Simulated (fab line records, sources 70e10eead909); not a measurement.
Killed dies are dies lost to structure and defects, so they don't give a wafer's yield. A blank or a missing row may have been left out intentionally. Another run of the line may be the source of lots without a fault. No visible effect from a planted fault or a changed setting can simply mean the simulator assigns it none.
A struck lot beside a sound one ; flow nand_harc ; 15 steps out of a route of 1302
Sound: the wafers L808.1, L808.2, L808.3. The struck wafers were L829.2, L829.4, L829.5. At the end, the cause is stated.
Order at every step that has rows: each side's tool, ch and its chambers, its first start. Under that, the readings that differ: sound wafers ; struck wafers ; difference of the means ; sigmas: that difference in standard deviations of wafers without a fault.
alike: words and numbers the same on both sides, and readings whose means are apart by under 2 such deviations; not compared: readings that were withheld, readings missing a value for some wafer, numbers with overlapping values and no deviation given by the record, and bounds like >300 which may hide the same value.
A row with sigmas, a row that says differs or no value, or rows on one side alone: a step with any of these is where the two part. Non-overlapping numbers with no deviation appear without sigmas and do not part them. A reading that every wafer of one side lacks parts them only if that side has two wafers or more.

NHARC_A_CHANNEL_HOLE_D1_ETCH_44: etches the open film in CF4/O2, target depth 140 nm, overetch 14 nm, time 77 s.
  sound on rie_diel-10 ch 0,1,2, day 8 12:38; struck on rie_diel-13 ch 0,1, day 17 09:00
  alike: drypump_motor_current_A, oes_product_au, rf_vpp_V, showerhead_plenum_p_Torr, throttle_valve_pct
  not compared: rf_hours_counter_h
NHARC_A_CHANNEL_HOLE_D1_STRIP_27: strips in O2.
  sound on rie_diel-10 ch 0,1,3; struck on rie_diel-13 ch 1,2
  alike: drypump_motor_current_A, oes_product_au, rf_vpp_V, showerhead_plenum_p_Torr, throttle_valve_pct
  not compared: rf_hours_counter_h
then, 2 steps without rows for these wafers: NHARC_A_CHANNEL_HOLE_D1_PRECLEAN_28 (cleans in SC1); NHARC_A_CHANNEL_HOLE_D1_SRD_29.
NHARC_A_CHANNEL_HOLE_D1_CD_MEAS_30:
  struck on cd_sem-02, day 17 09:55; sound on cd_sem-02, day 8 13:26
  alike: cd_nm
following that, these wafers have no rows for 1 step: NHARC_A_CHANNEL_HOLE_D1_XSEM_31.
NHARC_A_CHANNEL_HOLE_D1_INSPECT_40:
  struck on defect_inspect-01, day 17 10:07; sound on defect_inspect-02, day 8 13:37
  alike: raw_defect_count
then, 2 steps without rows for these wafers: NHARC_A_CHANNEL_FILL_D1_PRECLEAN_00 (cleans in SC1); NHARC_A_CHANNEL_FILL_D1_SRD_01.
NHARC_A_CHANNEL_FILL_D1_ALD_02: deposits SiO2, target thk 6 nm, pulse time 10 s, ald cycles 60.
  sound on ald_hk-02 ch 0,1,3, day 8 15:42; struck on ald_hk-04 ch 1,2, day 17 11:18
  alike: ald_cycles, heater_power_w, precursor_pulse_height_rel
NHARC_A_CHANNEL_FILL_D1_ALD_03: deposits SiNx, target thk 6 nm, pulse time 60 s, ald cycles 58.
  sound on ald_sin_batch-01 ch 0; struck on ald_sin_batch-03 ch 0
  alike: ald_cycles, chamber_pressure_Torr, precursor_pulse_height_rel
NHARC_A_CHANNEL_FILL_D1_ALD_14: deposits SiO2, target thk 2.5 nm, pulse time 10 s, ald cycles 25.
  sound on ald_hk-02 ch 0,1,3, day 8 22:43; struck on ald_hk-04 ch 1,2, day 17 18:16
  alike: ald_cycles, heater_power_w, precursor_pulse_height_rel
NHARC_A_CHANNEL_FILL_D1_ALD_15: deposits SiNx, target thk 2 nm, pulse time 60 s, ald cycles 19.
  sound on ald_sin_batch-01 ch 0, day 9 01:49; struck on ald_sin_batch-01 ch 0, day 17 21:23
reading;sound;struck;difference;sigmas
ald_cycles;19 19 19;15 15 15;-4;
  alike: chamber_pressure_Torr, precursor_pulse_height_rel
then, 1 step without rows for these wafers: NHARC_A_CHANNEL_FILL_D1_ALD_16 (deposits SiO2, target thk 1.5 nm, pulse time 10 s, ald cycles 15).
NHARC_END_SORT_01:
  the record has rows for the sound wafers here (prober-02 ch 0, day 24 04:01) and none for the struck ones

== WHERE THEY PART ==
At NHARC_END_SORT_01 and nowhere else, as far as this record goes.

WHY: what the simulator had put in
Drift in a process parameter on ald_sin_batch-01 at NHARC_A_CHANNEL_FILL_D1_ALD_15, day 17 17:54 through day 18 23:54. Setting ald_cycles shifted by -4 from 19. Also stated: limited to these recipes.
